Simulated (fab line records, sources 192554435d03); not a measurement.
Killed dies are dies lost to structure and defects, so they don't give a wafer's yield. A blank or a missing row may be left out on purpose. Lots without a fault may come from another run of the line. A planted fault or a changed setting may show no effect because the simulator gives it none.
One fault seen from 2 desks | flow n5_finfet | each desk has only its own numbers; what lay behind them comes last

THE METROLOGY DESK
What the gauges read, lot by lot, whatever tool the lot ran on: means of the sampled wafers that have a number. A lot is out of limits, marked OUT, if its mean lies more than 4 standard deviations from the usual mean; the brackets give that distance. Of its 10 readings 7 are shown: those that lie furthest out on some lot.
Columns: A = DIBL_N at N5_BEOL_M4_RC_MEAS_101, usual 36.0 mV/V; B = DIBL_P at N5_BEOL_M4_RC_MEAS_101, usual 35.6 mV/V; C = IOFF_P at N5_BEOL_M4_RC_MEAS_101, usual 0.19 nA/um; D = ION_P at N5_BEOL_M4_RC_MEAS_101, usual 455 uA/um; E = SS_N at N5_BEOL_M4_RC_MEAS_101, usual 71.5 mV/dec; F = VT_N at N5_BEOL_M4_RC_MEAS_101, usual 251 mV; G = VT_P at N5_BEOL_M4_RC_MEAS_101, usual -253 mV
lot  | first seen here | A    | B    | C    | D   | E    | F   | G
L817 | day 8 22:11     | 36.5 | 35.4 | 0.21 | 459 | 70.6 | 250 | -250
L818 | day 9 01:53     | 35.4 | 34.9 | 0.15 | 447 | 71.6 | 255 | -258
L823 | day 11 01:13    | 37.4 | 38.5 | 0.22 | 461 | 72.1 | 249 | -252
L826 | day 12 13:13    | 33.9 | 34.3 | 0.18 | 456 | 71.6 | 253 | -252
L829 | day 13 07:22    | 37.8 | 36.1 | 0.20 | 454 | 71.7 | 252 | -252
L831 | day 13 09:55    | 36.9 | 36.5 | 0.19 | 462 | 70.8 | 250 | -250
L839 | day 14 21:43    | 34.1 | 35.4 | 0.15 | 445 | 71.4 | 255 | -261
L840 | day 16 01:31    | 35.4 | 34.6 | 0.20 | 460 | 71.2 | 251 | -250
This desk's finding: nothing out of limits on any of the 8 lots.

THE TOOL OWNER'S DESK: rtp_anneal-01
The tool's own readings at N5_WELL_APT_RTA_34 (time 10 s): means of the sampled wafers that have a number, for each lot that ran on this tool. A lot is out of limits, marked OUT, if its mean lies more than 4 standard deviations from the usual mean; the brackets give that distance. Of its 9 readings 7 are shown: the one that was out of limits first, and those that lie furthest out on some lot.
Columns: A = lamp_power_pct at N5_WELL_APT_RTA_34, usual 13.00 %; B = lamp_zone_1_pct at N5_WELL_APT_RTA_34, usual 13.00 %; C = lamp_zone_2_pct at N5_WELL_APT_RTA_34, usual 13.00 %; D = lamp_zone_3_pct at N5_WELL_APT_RTA_34, usual 13.00 %; E = lamp_zone_4_pct at N5_WELL_APT_RTA_34, usual 12.991 %; F = lamp_zone_5_pct at N5_WELL_APT_RTA_34, usual 12.996 %; G = lamp_zone_7_pct at N5_WELL_APT_RTA_34, usual 13.417 %
lot  | first seen here | A               | B               | C               | D               | E                | F                | G
L817 | day 1 16:07     | 12.99           | 13.03           | 13.01           | 13.03           | 12.977           | 13.009           | 13.422
L818 | day 1 22:41     | 13.04           | 13.00           | 13.04           | 13.02           | 13.009           | 12.990           | 13.443
L823 | day 3 03:53     | 13.00           | 12.96           | 13.00           | 13.02           | 12.992           | 13.003           | 13.413
L826 | day 3 21:40     | 12.97           | 13.00           | 13.00           | 12.96           | 12.996           | 12.984           | 13.388
L829 | day 4 15:53     | 14.24 (+23) OUT | 14.21 (+37) OUT | 14.26 (+38) OUT | 14.23 (+36) OUT | 14.202 (+40) OUT | 14.214 (+42) OUT | 14.682 (+45) OUT
L831 | day 5 03:58     | 14.22 (+22) OUT | 14.25 (+38) OUT | 14.23 (+37) OUT | 14.21 (+35) OUT | 14.200 (+40) OUT | 14.228 (+42) OUT | 14.681 (+45) OUT
This desk's finding: out of limits on L829, L831; first on L829, day 4 15:53 (lamp_power_pct at N5_WELL_APT_RTA_34). In limits: L817, L818, L823, L826.

PUT TOGETHER
The tool owner's desk could have raised an alarm at day 4 15:53, on L829, L831.
The metrology desk saw nothing out of limits.
The metrology desk has L829, L831 on record, within its limits.
Of the lots named, all ran N5_WELL_APT_RTA_34 on rtp_anneal-01.

WHAT THE SIMULATOR HAD PUT IN
Process parameter drift: rtp_anneal-01, from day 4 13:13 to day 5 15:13, at N5_WELL_APT_RTA_34. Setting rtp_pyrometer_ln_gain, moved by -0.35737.
Lots struck among those shown: L829, L831.
Hours from the fault's start to each desk's first reading out of limits: the tool owner's desk, 3.
